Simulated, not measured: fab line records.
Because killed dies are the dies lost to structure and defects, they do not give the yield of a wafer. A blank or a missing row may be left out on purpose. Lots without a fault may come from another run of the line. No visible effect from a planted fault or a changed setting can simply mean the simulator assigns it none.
Which tool did it? | flow n5_finfet | 36 wafers from 12 lots sampled at 2 of the route's 1938 steps

WHAT THE GAUGES READ, wafer by wafer
N5_BEOL_M9_THK_MEAS_01.
lot  | measured     | on            | M9_ILD_THK (nm)
L075 | day 11 01:50 | film_metro-02 | 263 272 271
L078 | day 12 00:31 | film_metro-02 | 273 265 271
L079 | day 12 01:54 | film_metro-01 | 264 260 266
L081 | day 12 15:33 | film_metro-02 | 269 271 274
L083 | day 13 05:39 | film_metro-01 | 264 264 270
L086 | day 13 12:05 | film_metro-01 | 268 272 271
L087 | day 14 02:41 | film_metro-02 | 271 268 270
L089 | day 14 10:39 | film_metro-01 | 267 263 271
L091 | day 15 07:41 | film_metro-02 | 262 267 271
L093 | day 15 12:34 | film_metro-02 | 265 269 272
L095 | day 15 23:57 | film_metro-02 | 265 272 267
L097 | day 17 00:13 | film_metro-01 | 266 265 270

TOOL THAT RAN EACH LOT (tool first, then ch and the chambers of the sampled wafers, then the start)
lot  | N5_BEOL_M8_CMP_52
L075 | cmp-03 ch 0,1,3, day 11 00:48
L078 | cmp-02 ch 0,2,3, day 11 22:49
L079 | cmp-03 ch 0,1,2, day 12 00:19
L081 | cmp-02 ch 1,2,3, day 12 13:07
L083 | cmp-02 ch 0,1, day 13 04:05
L086 | cmp-04 ch 0,1,2, day 13 10:57
L087 | cmp-02 ch 0,1,2, day 14 01:41
L089 | cmp-04 ch 0,1,3, day 14 09:37
L091 | cmp-02 ch 1,2, day 15 06:09
L093 | cmp-02 ch 1,2,3, day 15 11:15
L095 | cmp-03 ch 2,3, day 15 21:47
L097 | cmp-02 ch 0,2,3, day 16 23:08
- N5_BEOL_M8_CMP_52: polishes, stops on SiCOH lowk, t overpolish 6.9 s, target thk 80 nm.

THE ANSWER, worked out from the rows above alone
Rule: usual is defined by the lots themselves. Put in order of their means at a reading, lots are off if they are a third of the lots or fewer, leave a main group of 4 or more, and stand apart from it by a gap of 3 or more times the standard deviation of the main group's means; of several such gaps the widest counts. The tables above print the reading to a certain number of digits; a main group whose means all agree to those digits is not used. A lot without any number at a reading at which 4 lots or more have one is off too. The other lots that the step has rows for count as sound.
No lot is off at any reading shown: from this, nothing can be told.

WHAT THE SIMULATOR HAD PUT IN
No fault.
